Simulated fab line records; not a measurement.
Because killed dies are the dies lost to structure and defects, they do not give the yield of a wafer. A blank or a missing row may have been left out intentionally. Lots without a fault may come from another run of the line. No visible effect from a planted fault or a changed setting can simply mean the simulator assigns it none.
fab line records	flow n5Finfet
record: lots: 11	wafers: 31	lastDay: 19
route steps=1938 shown BEOL_M5@1179 MIM_TOP_LITHO@1850 MIM_TOP_ETCH@1851 MIM_BOT_ETCH@1869 PASSIVATION@1936
lots that met no fault: from a run of the same line without faults
startH: the number of hours between the record's first day and the start of the first shown wafer of the lot	waitH: hours from the lot's prior step to this one	" the same as in the row above	L1.1+2: one row covering several wafers at once	- either no value or no given start	* or withheld: withheld	< > ~ a bound
route shown NAME@n: NAME is a module with steps in the file, n the number in the route of the first one	usual: mean/standard deviation taken from wafers without a fault	same: alike in all rows	chamber/n: place in a boat	sites: each site's reading	_std_site: standard deviation of those values	_edge_site: mean of outer sites minus mean of inner sites	radiusMm: how far each site lies from the wafer's centre	mask NAME#n: copy n	behind: the tool/chamber that last shaped the wafer	hold: what put the lot on hold/how long, in hours/how the hold closed	device: which transistor (n, p or np) failed to switch	end of line: the route-end tests of the same wafers	step lacking rows: just its recipe	killed: count of dies lost to structure and defects at first sort (not the wafer's yield)	map: a wafer's dies, marking killed ones x, the rest . and places with no die _
set.NAME: the run value of the setting; set.NAME@STEP: its run value at that earlier step	model.NAME: the simulator's own value behind a step, which no gauge read
steps of the route over a sample of lots; a table a step, a row a wafer
services: the hour from which a tool's chamber was out of use, counted from the record's first day as startH (under 0 if before that day), plus the number of hours and why
== steps ==
step: N5_BEOL_M5_SPUTTER_83
recipe: material: Cu	targetThkA: 150	tempC: -20	chamberPressurePa: 0.07	powerW: withheld	timeS: 27.62
usual: susceptorTempC: -19.98/0.1	throttleValvePct: 30.1/0.94
lot.wafer	tool	chamber	startH	waitH	susceptorTempC	throttleValvePct
L608.2	pvdSputter-02	-	213.87	0.5	-20.04	29.8
L608.3	"	-	"	"	-19.91	30.1
L608.5	"	-	"	"	-20.14	29.6
L610.2	pvdSputter-02	-	224.55	0.5	-19.98	31.2
L610.6	"	-	"	"	-19.96	29.6
L613.5	pvdSputter-01	-	247.56	0.0	-19.97	28.8
L613.6	"	-	"	"	-19.99	29.7
L612.1	pvdSputter-02	-	249.95	0.5	-20.00	30.7
L612.3	"	-	"	"	-20.05	31.1
L612.6	"	-	"	"	-19.90	30.4
L615.1	pvdSputter-02	-	255.31	0.5	-19.98	31.2
L615.2	"	-	"	"	-19.97	29.7
L615.6	"	-	"	"	-20.05	30.7
L625.2	pvdSputter-01	-	303.33	0.5	-19.98	29.1
L625.3	"	-	"	"	-19.98	32.0
L625.6	"	-	"	"	-19.98	30.1
L623.1	pvdSputter-02	-	314.66	0.5	-20.13	31.2
L623.3	"	-	"	"	-19.94	30.5
L623.5	"	-	"	"	-20.19	31.2
L626.1	pvdSputter-02	-	327.97	0.5	-19.70	29.5
L626.3	"	-	"	"	-19.85	29.7
L626.5	"	-	"	"	-19.97	29.8
L627.1	pvdSputter-01	-	337.05	0.5	-20.04	28.9
L627.2	"	-	"	"	-19.90	29.3
L627.5	"	-	"	"	-19.97	28.8
L629.1	pvdSputter-03	-	353.62	0.5	-19.99	30.1
L629.3	"	-	"	"	-20.21	30.7
L629.4	"	-	"	"	-20.08	29.9
L630.1	pvdSputter-01	-	356.04	0.5	-19.96	29.4
L630.3	"	-	"	"	-19.95	30.0
L630.6	"	-	"	"	-19.94	31.7
step: N5_MIM_TOP_LITHO_DESCUM_10
recipe: chemistry: O2	timeS: 7.9	sourcePowerW: 50	biasPowerW: 20	pressureMtorr: 20	rfFrequencyHz: 2.712e+07	tempC: 40	o2FlowSccm: 225
usual: drypumpMotorCurrentA: 5.7/0.36	oesProductAu: 0.81/0.091	rfVppV: 243.3/1	showerheadPlenumPTorr: 2.08/0.036	throttleValvePct: 20.39/0.23
lot.wafer	tool	chamber	startH	waitH	drypumpMotorCurrentA	oesProductAu	rfHoursCounterH	rfVppV	showerheadPlenumPTorr	throttleValvePct
L608.2	rieDiel-05	2	301.89	0.0	5.5	0.96	3	243.4	2.07	20.13
L608.3	"	1	"	"	5.4	0.70	215	245.0	2.06	20.69
L608.5	"	2	"	"	5.5	0.96	-	243.3	2.07	20.12
L610.2	rieDiel-06	2	310.15	0.1	6.3	0.69	246	242.6	2.05	20.49
L610.6	"	3	"	"	5.8	0.69	-	244.0	2.08	20.64
L613.5	rieDiel-06	3	324.59	0.3	5.8	0.69	-	244.1	2.08	20.67
L613.6	"	0	"	"	5.8	0.82	-	244.0	2.11	20.47
L612.1	rieDiel-02	0	326.34	0.4	5.2	0.87	24	243.0	2.14	20.42
L612.3	"	3	"	"	6.3	0.84	75	245.6	2.20	20.33
L612.6	"	3	"	"	6.3	0.84	-	244.2	2.20	20.35
L615.1	rieDiel-05	3	340.33	0.3	5.3	0.81	89	243.4	2.10	20.28
L615.2	"	1	"	"	5.4	0.70	231	241.7	2.06	20.71
L615.6	"	3	"	"	5.3	0.81	-	244.1	2.10	20.30
L625.2	rieDiel-06	1	392.53	0.0	5.8	0.76	112	244.2	2.08	20.11
L625.3	"	2	"	"	6.3	0.98	9	242.3	2.04	20.20
L625.6	"	0	"	"	5.8	0.80	-	243.3	2.10	20.50
L623.1	rieDiel-05	1	403.01	0.2	5.4	0.68	252	244.3	2.05	20.75
L623.3	"	3	"	"	5.3	0.79	111	243.9	2.09	20.32
L623.5	"	2	"	"	5.5	0.87	-	243.4	2.05	20.18
L626.1	rieDiel-06	0	416.37	0.1	5.8	0.80	120	242.7	2.09	20.52
L626.3	"	1	"	"	5.7	0.75	123	243.9	2.08	20.12
L626.5	"	1	"	"	5.7	0.76	-	243.9	2.08	20.10
L627.1	rieDiel-06	2	429.06	0.0	6.3	0.93	24	243.0	2.04	20.21
L627.2	"	0	"	"	5.8	0.78	124	243.9	2.09	20.51
L627.5	"	0	"	"	5.8	0.78	-	242.5	2.09	20.51
L630.1	rieDiel-05	0	437.59	0.0	6.2	0.96	8	241.8	2.08	20.63
L630.3	"	1	"	"	5.4	0.97	2	244.2	2.05	20.34
L630.6	"	3	"	"	5.3	0.77	-	243.3	2.09	20.36
L629.1	rieDiel-06	3	448.40	0.0	5.8	0.93	16	242.0	2.07	20.38
L629.3	"	2	"	"	6.3	0.93	33	242.5	2.03	20.24
L629.4	"	2	"	"	6.3	0.93	-	244.5	2.03	20.25
step: N5_MIM_TOP_ETCH_ETCH_00
recipe: chemistry: Cl2/BCl3	target: TiN	targetDepthA: 385	ionEnergyEv: 150	pressureMtorr: 10	icpW: 1000	biasW: 126	Cl2_flow_sccm: 53.25	bcl3FlowSccm: 21.75	Ar_flow_sccm: 25
usual: drypumpMotorCurrentA: 5.7/0.35	oesProductAu: 0.80/0.13	throttleValvePct: 22.82/0.15
lot.wafer	tool	chamber	startH	waitH	drypumpMotorCurrentA	oesProductAu	rfHoursCounterH	throttleValvePct
L608.2	rieMetal-02	1	302.02	0.1	5.3	0.66	-	23.00
L608.3	"	1	"	"	5.3	0.66	-	23.00
L608.5	"	1	"	"	5.3	0.67	-	23.01
L610.2	rieMetal-01	0	310.28	0.1	5.6	0.91	-	22.81
L610.6	"	0	"	"	5.5	0.91	-	22.82
L613.5	rieMetal-02	0	324.72	0.1	5.6	0.98	-	22.90
L613.6	"	1	"	"	5.3	0.66	-	23.02
L612.1	rieMetal-01	0	326.43	0.1	5.6	0.88	11	22.83
L612.3	"	0	"	"	5.6	0.87	-	22.82
L612.6	"	0	"	"	5.6	0.88	-	22.83
L615.1	rieMetal-02	1	340.41	0.1	5.3	0.65	96	23.01
L615.2	"	0	"	"	5.6	0.95	3	22.91
L615.6	"	0	"	"	5.6	0.96	-	22.91
L625.2	rieMetal-01	0	392.61	0.1	5.6	0.86	17	22.84
L625.3	"	1	"	"	5.7	0.96	-	22.49
L625.6	"	1	"	"	5.7	0.96	-	22.52
L623.1	rieMetal-01	0	403.09	0.1	5.5	0.86	18	22.84
L623.3	"	1	"	"	5.7	0.95	-	22.51
L623.5	"	0	"	"	5.6	0.85	-	22.84
L626.1	rieMetal-02	0	416.45	0.1	5.6	0.91	10	22.94
L626.3	"	0	"	"	5.7	0.89	-	22.95
L626.5	"	0	"	"	5.6	0.90	-	22.94
L627.1	rieMetal-03	1	429.14	0.1	6.0	0.71	63	22.74
L627.2	"	0	"	"	6.4	0.65	88	22.87
L627.5	"	1	"	"	6.0	0.71	-	22.74
L630.1	rieMetal-02	1	437.68	0.1	5.3	1.00	1	22.62
L630.3	"	1	"	"	5.3	1.00	-	22.60
L630.6	"	1	"	"	5.3	1.00	-	22.61
L629.1	rieMetal-03	0	448.49	0.1	6.4	0.65	91	22.86
L629.3	"	0	"	"	6.4	0.65	-	22.85
L629.4	"	1	"	"	6.0	0.71	-	22.75
step: N5_MIM_BOT_ETCH_STRIP_01
recipe: chemistry: O2	powerW: 600	tempC: 60	pressureMtorr: 30	rfFrequencyHz: 6e+07	biasPowerW: 0	overashFraction: 0.5	o2FlowSccm: 225
usual: drypumpMotorCurrentA: 5.7/0.41	oesProductAu: 0.81/0.094	rfVppV: 3.8/1.2	showerheadPlenumPTorr: 2.09/0.041	throttleValvePct: 16.64/0.21
lot.wafer	tool	chamber	startH	waitH	drypumpMotorCurrentA	oesProductAu	rfHoursCounterH	rfVppV	showerheadPlenumPTorr	throttleValvePct
L608.2	rieDiel-06	1	303.67	0.5	5.7	0.79	78	4.5	2.10	16.30
L608.3	"	3	"	"	5.8	0.69	217	6.5	2.09	16.90
L608.5	"	0	"	"	5.8	0.85	-	3.4	2.12	16.66
L610.2	rieDiel-05	3	311.82	0.2	5.3	0.83	77	5.1	2.11	16.52
L610.6	"	2	"	"	5.5	0.94	-	2.9	2.07	16.35
L613.5	rieDiel-02	3	326.15	0.2	6.4	0.84	-	5.7	2.21	16.65
L613.6	"	0	"	"	5.2	0.89	-	3.5	2.14	16.59
L612.1	rieDiel-02	3	327.71	0.1	6.3	0.85	75	5.3	2.21	16.62
L612.3	"	1	"	"	5.0	0.96	10	4.2	2.06	16.43
L612.6	"	2	"	"	5.8	0.79	-	3.1	2.11	16.67
L615.1	rieDiel-06	1	341.47	0.1	5.7	0.77	93	3.3	2.09	16.43
L615.2	"	0	"	"	5.8	0.83	90	3.6	2.11	16.66
L615.6	"	3	"	"	5.8	0.69	-	6.6	2.08	16.96
L625.2	rieDiel-06	0	393.67	0.1	5.8	0.80	110	3.9	2.10	16.69
L625.3	"	2	"	"	6.3	0.98	9	3.2	2.05	16.44
L625.6	"	1	"	"	5.8	0.77	-	2.3	2.09	16.43
L623.1	rieDiel-02	3	404.34	0.1	6.3	0.80	106	4.1	2.20	16.68
L623.3	"	1	"	"	5.0	0.89	40	3.2	2.05	16.43
L623.5	"	2	"	"	5.8	0.75	-	2.7	2.10	16.76
L626.1	rieDiel-05	2	418.17	0.1	5.5	0.86	44	3.7	2.06	16.40
L626.3	"	3	"	"	5.4	0.79	117	3.1	2.10	16.59
L626.5	"	1	"	"	5.4	0.67	-	3.8	2.05	17.07
L627.1	rieDiel-06	0	430.60	0.1	5.8	0.78	125	2.4	2.10	16.70
L627.2	"	2	"	"	6.3	0.94	25	2.6	2.04	16.44
L627.5	"	3	"	"	5.8	0.94	-	2.3	2.07	16.59
L630.1	rieDiel-02	1	438.90	0.1	5.0	0.84	53	2.9	2.05	16.49
L630.3	"	2	"	"	5.8	0.74	144	2.3	2.10	16.76
L630.6	"	2	"	"	5.8	0.76	-	3.1	2.10	16.78
L629.1	rieDiel-05	0	449.62	0.1	6.3	0.96	13	3.0	2.08	16.77
L629.3	"	1	"	"	5.4	0.96	7	4.9	2.05	16.57
L629.4	"	2	"	"	5.5	0.83	57	2.6	2.05	16.47
step: N5_PASSIVATION_PROBE_49
usual: defectLimitedYield: 91.6/1.4	killed_at_M0_to_M3: 33/10	killed_at_M4_up: 13/5.3	killedAtContacts: 13/5.9	killedAtFrontEnd: 36/12	killedAtOther: 4/3.1	killedDies: 99/16	killedOnRim: 13/4.2	killedOpen: 65/13	killedShort: 32/7.3	sort_bin_5_function: 4.9/0.9	sort_bin_6_memory: 3.1/0.66	sort_bin_8_speed: 0.0/0.42	sortNPass: 1081/17	sortYieldPct: 91.6/1.4
same: grossDies: 1180	killedAtBackSide: 0	sort_bin_4_leakage[%]: 0
lot.wafer	tool	chamber	startH	waitH	defectLimitedYield[%]	killed_at_M0_to_M3	killed_at_M4_up	killedAtContacts	killedAtFrontEnd	killedAtOther	killedDies	killedOnRim	killedOpen	killedShort	sort_bin_5_function[%]	sort_bin_6_memory[%]	sort_bin_8_speed[%]	sortNPass	sortYieldPct[%]
L612.1	prober-01	-	336.55	0.0	91.8	32	17	17	31	0	97	17	70	18	4.4	3.1	0.2	1081	91.6
L612.3	prober-01	-	336.65	0.1	88.1	49	54	5	31	2	141	30	72	32	7.1	3.9	0	1039	88.1
L612.6	prober-01	-	336.80	0.3	91.4	46	12	10	24	9	101	14	74	27	5.7	2.6	0	1079	91.4
L615.1	prober-01	-	349.35	0.0	87.2	52	50	14	30	5	151	33	73	41	7.3	3.9	0	1029	87.2
L615.2	prober-01	-	349.40	0.1	92.7	29	14	11	26	6	86	18	55	26	3.7	3.2	0	1094	92.7
L615.6	prober-01	-	349.60	0.3	90.3	41	10	10	44	10	115	16	75	31	5.5	3.9	0	1065	90.3
killed by level:class
L612.1 BEOL_M2:geometricParticle:open=14 MOL_CONTACT_COAG:geometricParticle:open=14 FIN_SAQP:geometricParticle:open=9 BEOL_M1:geometricParticle:open=9 BEOL_M4:geometricParticle:open=8 HKMG_FIN:areaEtch=8 STARTING-WAFER:geometricParticle:open=4 BEOL_M0_SAQP:geometricParticle:short=4
L612.3 BEOL_M5:unspecified=36 FIN_SAQP:geometricParticle:open=12 BEOL_M2:geometricParticle:open=10 FIN_SAQP:geometricParticle:short=9 BEOL_M0_SAQP:geometricParticle:open=8 BEOL_M0:geometricParticle:open=8 BEOL_M0_SAQP:geometricParticle:short=7 BEOL_M5:geometricParticle:open=7
L612.6 BEOL_M2:geometricParticle:open=17 BEOL_M0_SAQP:geometricParticle:open=10 FIN_SAQP:geometricParticle:open=9 MOL_CONTACT_COAG:geometricParticle:open=8 BEOL_M4:geometricParticle:open=7 BEOL_M1:geometricParticle:open=6 FIN_SAQP:geometricParticle:short=5 BEOL_M0_SAQP:geometricParticle:short=5
L615.1 BEOL_M5:unspecified=34 BEOL_M0_SAQP:geometricParticle:open=15 BEOL_M0_SAQP:geometricParticle:short=14 BEOL_M1:geometricParticle:open=14 MOL_CONTACT_COAG:geometricParticle:open=12 FIN_SAQP:geometricParticle:open=6 BEOL_M1:geometricParticle:short=6 BEOL_M4:geometricParticle:short=5
L615.2 BEOL_M0_SAQP:geometricParticle:open=7 MOL_CONTACT_COAG:geometricParticle:open=7 BEOL_M0_SAQP:geometricParticle:short=6 BEOL_M2:geometricParticle:open=6 BEOL_M4:geometricParticle:open=6 FIN_SAQP:geometricParticle:open=4 FIN_SAQP:geometricParticle:short=4 STI_FIN_REVEAL:geometricParticle:open=4
L615.6 STI_FIN_REVEAL:geometricParticle:open=10 BEOL_M0_SAQP:geometricParticle:open=10 MOL_CONTACT_COAG:geometricParticle:open=9 BEOL_M0_SAQP:geometricParticle:short=8 BEOL_M2:geometricParticle:open=6 BEOL_M3:geometricParticle:open=6 GATE_CUT:geometricParticle:short=5 STARTING-WAFER:geometricParticle:open=5
== services ==
tool	chamber	startH	hours	kind
rieDiel-02	0	190.66	4.0	repair
rieDiel-02	2	212.97	7.8	repair
rieDiel-02	0	233.99	1.9	repair
rieMetal-01	-	236.50	1.4	pm
rieMetal-02	1	264.88	4.3	repair
rieMetal-02	-	274.27	0.4	repair
rieDiel-02	2	274.60	2.7	repair
rieDiel-05	2	276.14	-	clean
rieDiel-05	2	276.14	-	consumableReplace:focusRing
rieDiel-05	2	276.14	16.3	scheduledDown
rieDiel-05	2	276.14	16.3	ventCycle
rieDiel-06	2	318.16	10.9	repair
rieDiel-02	0	359.18	8.3	repair
rieDiel-06	-	369.08	2.8	pm
rieDiel-06	3	388.92	-	clean
rieDiel-06	3	388.92	-	consumableReplace:focusRing
rieDiel-06	3	388.92	19.5	scheduledDown
rieDiel-06	3	388.92	19.5	ventCycle
rieDiel-02	0	396.89	2.6	repair
pvdSputter-02	-	398.94	1.0	repair
rieDiel-06	1	428.94	21.8	repair
pvdSputter-02	-	432.27	1.7	repair
rieMetal-03	0	440.28	1.0	repair
rieDiel-05	3	446.63	2.1	repair
== key ==
firstSign: step: N5_PASSIVATION_PROBE_49	reading: killed_at_M4_up	direction: up	sigmas: 7.4	usual: 13	struck: 52
effect: step: N5_PASSIVATION_PROBE_49	reading: killedOnRim	direction: up	sigmas: 4.4	usual: 13	struck: 32
moreKillsBornAt: N5_BEOL_M5_SPUTTER_83@pvdSputter-02: 70
metAt N5_BEOL_M5_SPUTTER_83
struckLots L612,L615
struckWafers L612.3,L615.1
notActingAt N5_MIM_TOP_LITHO_DESCUM_10,N5_MIM_TOP_ETCH_ETCH_00,N5_MIM_BOT_ETCH_STRIP_01
onsetBetween 224.55 249.95
fault: kind: chamberParticleSource	tool: pvdSputter-02	chamber: -	onsetH: 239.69	steps: N5_BEOL_M5_SPUTTER_83	ratePerVisitCm2: 0.80278	endH: 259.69	scope: struckWafersOnly
